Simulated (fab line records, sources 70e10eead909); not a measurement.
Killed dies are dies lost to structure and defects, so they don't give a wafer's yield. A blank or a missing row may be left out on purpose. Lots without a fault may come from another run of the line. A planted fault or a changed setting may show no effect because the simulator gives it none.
Chamber matching | flow nand_harc | NHARC_P_GATE_DESCUM_48 on rie_diel-01: 4 sister chambers
The step chemistry O2, time 3 s. 16 wafers are shown with their chamber, then 8 later ones without.

WAFERS WITH THEIR CHAMBER
wafer  | chamber | drypump_motor_current_A (A) | showerhead_plenum_p_Torr (Torr) | o2_flow_sccm (sccm)
L076.1 | 1       | 5.3                         | 1.89                            | 200.3
L076.2 | 3       | 5.6                         | 1.90                            | 200.0
L076.4 | 0       | 5.0                         | 1.97                            | 199.7
L078.2 | 1       | 5.3                         | 1.89                            | 199.6
L078.3 | 0       | 5.0                         | 1.97                            | 200.6
L078.6 | 0       | 5.0                         | 1.97                            | 200.8
L084.4 | 2       | 5.9                         | 2.01                            | 198.5
L084.5 | 1       | 5.3                         | 1.89                            | 201.2
L084.6 | 2       | 5.9                         | 2.01                            | 199.5
L087.3 | 2       | 5.9                         | 2.01                            | 200.1
L087.5 | 3       | 5.6                         | 1.89                            | 200.4
L087.6 | 0       | 5.0                         | 1.97                            | 201.3
L090.1 | 2       | 5.8                         | 2.00                            | 200.4
L090.2 | 3       | 5.6                         | 1.89                            | 200.7
L090.6 | 0       | 5.0                         | 1.97                            | 200.4
L091.2 | 1       | 5.3                         | 1.89                            | 200.6

SIGNATURES (means of the wafers above)
reading                  | chamber 0 | chamber 1 | chamber 2 | chamber 3 | scatter within a chamber
drypump_motor_current_A  | 5.000     | 5.300     | 5.875     | 5.600     | 0.025
showerhead_plenum_p_Torr | 1.9700    | 1.8900    | 2.0075    | 1.8933    | 0.00344
o2_flow_sccm             | 200.560   | 200.425   | 199.625   | 200.367   | 0.649
Rule: a wafer's distance from a chamber is the root of the sum, over the readings, of the square of ((its reading less the chamber's mean) divided by the reading's scatter). The wafer belongs to the nearest chamber; if the next one is less than 2 further off, it can't be placed. The scatter: the root of (the sum of the squares of (reading less its chamber's mean) over the shown wafers, divided by (wafers less chambers)).

WAFERS WITHOUT THEIR CHAMBER
wafer  | drypump_motor_current_A (A) | showerhead_plenum_p_Torr (Torr) | o2_flow_sccm (sccm)
L091.3 | 5.6                         | 1.89                            | 200.5
L091.6 | 5.6                         | 1.89                            | 200.0
L092.1 | 5.8                         | 2.00                            | 200.1
L092.2 | 5.0                         | 1.96                            | 199.8
L092.6 | 5.8                         | 2.00                            | 199.9
L097.2 | 5.6                         | 1.89                            | 198.9
L097.5 | 5.0                         | 1.96                            | 199.6
L097.6 | 5.3                         | 1.89                            | 200.6

WHICH CHAMBER EACH WENT THROUGH
wafer  | from the rows above | in truth
L091.3 | 3                   | 3
L091.6 | 3                   | 3
L092.1 | 2                   | 2
L092.2 | 0                   | 0
L092.6 | 2                   | 2
L097.2 | 3                   | 3
L097.5 | 0                   | 0
L097.6 | 1                   | 1
Placed correctly: 8 of 8. Can't be placed from these rows: 0. Placed wrongly: 0.
